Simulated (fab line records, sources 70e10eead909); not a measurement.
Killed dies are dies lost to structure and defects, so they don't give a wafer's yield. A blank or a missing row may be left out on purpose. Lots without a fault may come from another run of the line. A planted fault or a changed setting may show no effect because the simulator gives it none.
fab line records | flow nand_harc
record lots=6 wafers=16 last_day=33
route steps=1302 shown A_WL_FILL@971 A_CONTACT@983 END@1302
lots that met no fault: from a run of the same line without faults
start_h: hours from the record's first day to the start of the lot's first wafer shown | wait_h: hours since the lot's step before | " the same as in the row above | L1.1+2: a row that stands for several wafers | - no value, or no start given | * or withheld: withheld | < > ~ a bound
route shown NAME@n: a module of which the file shows steps, and the number in the route of the first | usual: mean/standard deviation of fault-free wafers | same: alike in all rows | chamber/n: place in a boat | sites: the reading at each site | _std_site: their standard deviation | _edge_site: outer sites' mean less inner sites' | radius_mm: how far each site lies from the wafer's centre | mask NAME#n: copy n | behind: the tool/chamber that last shaped the wafer | hold: why the lot was held/for how many hours/how that ended | device: the transistor (n, p or np) that didn't switch | end of line: the same wafers' tests at the end of the route | a step without rows: its recipe alone | killed: dies lost to structure and defects at the first sort, not the wafer's yield | map: a wafer's dies, x killed, . not, _ none there
set.NAME: the setting as run; set.NAME@STEP: as run at that earlier step | model.NAME: the simulator's own value behind a step, which no gauge read
lots at some steps of the route; a table a step, a row a wafer
services: from which hour (start_h, from the record's first day; less than 0 if before it) a tool's chamber was out of use, for how many hours, and why
## steps
# step NHARC_A_WL_FILL_CVD_23
# recipe target_thk_a=400 temp_c=620 pressure_mtorr=200 time_s=800 material=poly-Si
# step NHARC_A_WL_FILL_ETCHBACK_26
# recipe target_depth_a=520 time_s=13.3 hbr_flow_sccm=150 rf_w=350 icp_w=350 bias_w=60 chemistry=HBr
# usual drypump_motor_current_A=5.8/0.57 oes_product_au=0.999/0.014 rf_fwd_power_W=342.0/1.6 throttle_valve_pct=23.267/0.009
# columns lot.wafer tool chamber start_h wait_h drypump_motor_current_A oes_product_au rf_fwd_power_W rf_hours_counter_h throttle_valve_pct
L116.1 rie_si-06 3 500.48 0.4 4.7 0.977 342.3 0.45 23.261
L116.4 " 0 " " 5.7 0.970 340.4 0.52 23.256
L116.5 " 3 " " 4.7 0.979 342.7 - 23.248
L118.3 rie_si-02 3 517.55 0.4 5.8 1.023 343.2 0.30 23.257
L118.4 " 0 " " 6.1 0.992 341.0 0.30 23.267
L118.5 " 2 " " 5.0 0.989 340.6 - 23.261
L124.4 rie_si-04 2 595.26 0.4 5.9 1.007 344.4 0.43 23.265
L124.5 " 2 " " 5.9 1.000 344.1 - 23.280
L124.6 " 3 " " 6.8 1.014 341.8 - 23.272
L131.1 rie_si-06 0 678.18 0.4 5.7 1.004 341.3 0.40 23.270
L131.6 " 1 " " 5.8 1.005 340.8 - 23.277
L133.3 rie_si-02 1 681.29 0.4 6.3 1.006 345.7 0.32 23.270
L133.1 " 3 " " 5.8 1.008 342.2 0.25 23.255
L133.6 " 0 " " 6.2 1.011 340.8 - 23.269
L132.3 rie_si-06 2 681.32 0.4 5.5 1.012 341.5 0.54 23.281
L132.5 " 3 " " 4.7 1.002 339.4 - 23.276
# step NHARC_A_WL_FILL_PRECLEAN_30
# recipe time_s=10 chemistry=dHF
# step NHARC_A_WL_FILL_SRD_14
# step NHARC_A_WL_FILL_ALD_19
# recipe target_thk_a=20 pulse_time_s=3 ald_cycles=100 temp_c=450 material=TiN
# usual heater_power_w=1107/75 precursor_pulse_height_rel=1.003/0.019
# columns lot.wafer tool chamber start_h wait_h heater_power_w precursor_pulse_height_rel
L116.4 ald_metal-03 1 500.79 0.1 1202 1.010
L116.1 " 2 " " 1149 1.001
L116.5 " 3 " " 1041 0.994
L118.3 ald_metal-03 1 517.80 0.1 1191 1.017
L118.5 " 1 " " 1192 0.995
L118.4 " 0 " " 1063 0.991
L124.4 ald_metal-03 0 595.53 0.1 995 0.993
L124.5 " 0 " " 1042 0.976
L124.6 " 1 " " 1219 1.023
L131.1 ald_metal-02 3 678.41 0.1 975 0.986
L131.6 " 0 " " 1107 1.015
L132.3 ald_metal-04 3 681.54 0.1 1233 1.032
L132.5 " 0 " " 1071 1.023
L133.1 ald_metal-02 1 681.57 0.1 1253 0.990
L133.3 " 2 " " 1148 1.038
L133.6 " 1 " " 1242 0.970
# step NHARC_A_WL_FILL_CVD_20
# recipe target_thk_a=1000 temp_c=400 pressure_torr=40 wf6_flow_sccm=40 h2_flow_sccm=1600 ar_flow_sccm=1560 time_s=74 material=W
# usual heater_power_w=800/58 throttle_valve_pct=7.93/0.28
# columns lot.wafer tool chamber start_h wait_h heater_power_w throttle_valve_pct
L116.1 cvd_w-01 0 - - 783 8.10
L116.4 " 1 " " 890 7.42
L116.5 " 1 " " 924 7.25
L118.3 cvd_w-02 0 - - 793 8.10
L118.4 " 1 " " 777 7.68
L118.5 " 1 " " 750 7.72
L124.4 cvd_w-01 1 - - 880 7.62
L124.5 " 1 " " 904 7.39
L124.6 " 0 " " 749 7.77
L131.1 cvd_w-01 0 - - 739 8.35
L131.6 " 1 " " 863 7.59
L133.1 cvd_w-01 0 - - 736 7.93
L133.3 " 0 " " 763 8.35
L133.6 " 1 " " 881 7.87
L132.3 cvd_w-02 1 - - 772 8.18
L132.5 " 0 " " 771 8.13
# step NHARC_A_WL_FILL_CMP_12
# recipe t_overpolish_s=30 target_thk_nm=100
# usual motor_current_A=12.3/1.1 overpolish_run_s=30.002/0.0095 time_to_endpoint_s=19/3.2
# columns lot.wafer tool chamber start_h wait_h motor_current_A overpolish_run_s time_to_endpoint_s
L116.1 cmp-03 0 501.13 0.1 12.8 30.007 11
L116.4 " 1 " " 10.2 29.996 19
L116.5 " 1 " " 11.2 29.986 18
L118.3 cmp-02 3 518.22 0.1 14.0 30.005 16
L118.4 " 0 " " 11.9 29.998 15
L118.5 " 3 " " 12.5 30.001 15
L124.4 cmp-03 3 596.29 0.2 13.4 29.996 21
L124.5 " 1 " " 10.8 30.009 24
L124.6 " 2 " " 11.0 29.991 21
L131.1 cmp-04 3 678.81 0.2 14.8 29.996 14
L131.6 " 3 " " 13.7 30.008 15
L132.3 cmp-04 2 681.92 0.1 13.0 30.019 18
L132.5 " 3 " " 14.7 30.008 18
L133.1 cmp-03 3 682.00 0.2 13.1 29.996 19
L133.3 " 0 " " 12.6 30.016 15
L133.6 " 2 " " 11.6 30.009 22
# step NHARC_A_WL_FILL_SRD_31
# step NHARC_A_WL_FILL_INSPECT_15
# usual raw_defect_count=475/140
# columns lot.wafer tool chamber start_h wait_h raw_defect_count
L116.1 defect_inspect-02 - 501.59 0.0 364
L116.4 " - " " 452
L116.5 " - " " 389
L118.3 defect_inspect-01 - 518.71 0.0 358
L118.4 " - " " 561
L118.5 " - " " 403
L124.4 defect_inspect-02 - 596.71 0.0 623
L124.5 " - " " 543
L124.6 " - " " 719
L131.1 defect_inspect-02 - 679.27 0.0 290
L131.6 " - " " 461
L132.3 defect_inspect-01 - 682.39 0.0 492
L132.5 " - " " 551
L133.1 defect_inspect-01 - 682.41 0.0 605
L133.3 " - " " 406
L133.6 " - " " 422
# step NHARC_A_CONTACT_DEP_24
# recipe target_thk_a=5000 temp_c=400 pressure_torr=6.5 rf_w=900 teos_flow_sccm=161.4 flow_sccm=2650 target_thk_nm=500 gas=O2 material=SiO2
# usual heater_power_w=574/75 rf_fwd_power_W=898.6/2.8 throttle_valve_pct=15.9/0.52
# columns lot.wafer tool chamber start_h wait_h heater_power_w rf_fwd_power_W throttle_valve_pct
L116.1 pecvd-01 0 501.66 0.1 632 903.1 16.8
L116.4 " 0 " " 639 899.7 17.0
L116.5 " 2 " " 523 899.4 15.2
L118.3 pecvd-03 2 518.90 0.2 543 899.6 16.4
L118.5 " 0 " " 536 895.4 15.7
L118.4 " 1 " " 489 895.4 15.4
L124.4 pecvd-01 2 597.06 0.3 444 906.3 15.7
L124.6 " 0 " " 658 896.4 16.3
L124.5 " 2 " " 476 897.1 15.4
L131.1 pecvd-03 0 679.46 0.2 563 898.9 14.8
L131.6 " 0 " " 568 898.6 14.7
L132.3 pecvd-03 0 682.64 0.2 566 899.3 14.8
L132.5 " 0 " " 429 903.1 15.0
L133.1 pecvd-04 1 682.72 0.3 364 901.5 16.3
L133.3 " 0 " " 641 903.7 15.5
L133.6 " 0 " " 509 900.6 15.6
# step NHARC_A_CONTACT_DEP_28
# recipe target_thk_a=70000 temp_c=400 material=aC
# usual throttle_valve_pct=35.000/0.009
# columns lot.wafer tool chamber start_h wait_h hold throttle_valve_pct
L116.1 acl_dep-03 0 503.56 1.4 - 34.991
L116.4 " 0 505.64 3.4 - 34.995
L116.5 " 0 " " - 35.016
L118.3 acl_dep-02 0 522.15 2.8 - 34.987
L118.4 " 0 " " - 35.002
L118.5 " 0 " " - 35.011
L124.4 acl_dep-02 0 599.71 2.2 - 35.006
L124.5 " 0 " " - 34.999
L124.6 " 0 " " - 34.993
L131.1 acl_dep-01 0 682.18 2.1 await_dispo/2.1h/release 35.014
L131.6 " 0 685.72 5.7 await_dispo/2.1h/release 35.017
L133.1 acl_dep-01 0 684.94 1.7 - 34.996
L133.3 " 0 686.35 3.1 - 35.006
L133.6 " 0 688.47 5.2 - 34.995
L132.3 acl_dep-02 0 688.92 5.6 await_dispo/3.3h/release 35.003
L132.5 " 0 690.34 7.0 await_dispo/3.3h/release 35.013
# step NHARC_END_SORT_01
# recipe temp_c=25
# usual killed_at_array=45/18 killed_at_other=0.9/1.3 killed_at_periphery=3.7/2.2 killed_dies=50/18 killed_open=3.2/1.9 killed_short=2.4/1.6
# same gross_dies=677
# columns lot.wafer tool chamber start_h wait_h killed_at_array killed_at_other killed_at_periphery killed_dies killed_open killed_short
L124.4 prober-02 0 678.88 3.3 77 0 5 82 4 2
L124.5 prober-02 0 679.67 3.6 66 0 5 71 2 5
L124.6 prober-02 0 680.45 3.9 64 0 5 69 1 5
L131.1 prober-01 0 780.06 2.5 19 3 7 29 1 1
L131.6 prober-01 0 784.06 4.0 32 3 4 39 4 4
L132.3 prober-02 0 780.40 3.1 71 0 0 71 2 0
L132.5 prober-02 0 781.99 3.7 62 1 2 65 3 1
# killed by level:class
L124.4 A_CHANNEL_HOLE_D1:chamber_film_flake=37 A_SLIT:chamber_film_flake=17 A_CONTACT:chamber_film_flake=7 A_CHANNEL_FILL_D2:chamber_film_flake=4 A_STAIRCASE:chamber_film_flake=4 P_GATE:chamber_film_flake=3 A_DECK1_JOINT:chamber_film_flake=2 P_CONTACT:geometric_particle:short=1
L124.5 A_CHANNEL_HOLE_D1:chamber_film_flake=40 A_SLIT:chamber_film_flake=11 A_STAIRCASE:chamber_film_flake=5 P_GATE:chamber_film_flake=3 A_CONTACT:chamber_film_flake=3 P_CONTACT:geometric_particle:open=2 A_ONON_D1:geometric_particle:short=2 A_SGD_CUT:geometric_particle:short=1
L124.6 A_SLIT:chamber_film_flake=36 A_CHANNEL_HOLE_D1:chamber_film_flake=15 A_CONTACT:chamber_film_flake=4 P_GATE:chamber_film_flake=3 A_WL_FILL:geometric_particle:short=2 A_ONON_D1:geometric_particle:short=1 A_DECK1_JOINT:geometric_particle:short=1 A_STAIRCASE:geometric_particle:open=1
L131.1 A_CHANNEL_HOLE_D1:chamber_film_flake=6 A_CONTACT:chamber_film_flake=5 P_CONTACT:chamber_film_flake=3 A_STAIRCASE:chamber_film_flake=3 P_GATE:chamber_film_flake=2 THIN_TSV:chamber_film_flake=2 A_CHANNEL_FILL_D2:geometric_particle:open=1 A_M0:geometric_particle:short=1
L132.3 A_SLIT:chamber_film_flake=32 A_CHANNEL_HOLE_D2:chamber_film_flake=17 A_CHANNEL_HOLE_D1:chamber_film_flake=12 A_CONTACT:chamber_film_flake=7 A_CHANNEL_HOLE_D1:geometric_particle:open=1 A_CHANNEL_FILL_D2:geometric_particle:open=1 A_DECK1_JOINT:chamber_film_flake=1
L132.5 A_SLIT:chamber_film_flake=39 A_CHANNEL_HOLE_D2:chamber_film_flake=10 A_CHANNEL_HOLE_D1:chamber_film_flake=6 A_CONTACT:chamber_film_flake=4 P_M0:geometric_particle:open=1 A_DECK1_JOINT:geometric_particle:open=1 A_ONON_D2:geometric_particle:short=1 A_CHANNEL_FILL_D2:geometric_particle:open=1
L131.6 A_CHANNEL_HOLE_D1:chamber_film_flake=11 A_SLIT:chamber_film_flake=6 A_CONTACT:chamber_film_flake=5 THIN_TSV:chamber_film_flake=3 A_ONON_D2:geometric_particle:short=2 A_CHANNEL_FILL_D2:geometric_particle:short=2 P_GATE:chamber_film_flake=2 P_GATE:geometric_particle:open=1
## services
# columns tool chamber start_h hours kind
cmp-03 - 487.65 3.4 repair
ald_metal-03 2 508.51 46.1 repair
cmp-03 - 518.14 0.3 repair
rie_si-02 2 530.27 23.1 repair
rie_si-06 1 537.68 4.0 repair
cmp-03 - 544.91 1.6 repair
pecvd-03 - 547.24 13.0 pm
cvd_w-01 - 548.00 13.0 pm
pecvd-01 - 551.67 13.0 pm
acl_dep-01 - 556.34 13.0 pm
cmp-03 - 568.49 4.0 pm
rie_si-06 1 579.35 5.8 repair
pecvd-01 2 591.15 2.3 repair
rie_si-06 - 603.00 9.0 pm
acl_dep-02 - 606.95 13.0 pm
rie_si-02 - 631.00 9.0 pm
rie_si-06 - 632.06 0.3 repair
rie_si-06 - 638.40 1.3 repair
cmp-03 - 643.06 1.6 repair
cmp-03 - 666.65 4.0 pm
ald_metal-03 3 667.27 15.2 repair
pecvd-03 1 680.71 5.1 repair
rie_si-06 2 681.41 4.1 repair
cmp-03 - 688.30 0.3 repair
## key
first_sign step=NHARC_A_CONTACT_DEP_24 reading=throttle_valve_pct direction=down sigmas=2.1 usual=15.9 struck=14.8
effect none on later readings
met_at NHARC_A_CONTACT_DEP_24
struck_wafers L131.1,L131.6,L132.3,L132.5
tester_left_out L131,L132
onset_between 518.90 679.46
also_fits NHARC_A_WL_FILL_ETCHBACK_26:rie_si-06,NHARC_A_WL_FILL_CMP_12:cmp-04
fault kind=process_parameter_drift tool=pecvd-03 chamber=0 onset_h=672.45 steps=NHARC_A_CONTACT_DEP_24 channel=teos_flow_sccm offset=* shape=step end_h=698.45 acts_in=* stated=*
# tester_left_out: of these lots the tester's yield and bins aren't shown, on N5 and GAA mostly nor the transistor test; their killed dies are dies lost to structure and defects alone, not to doping, threshold or leakage, so they don't give the yield
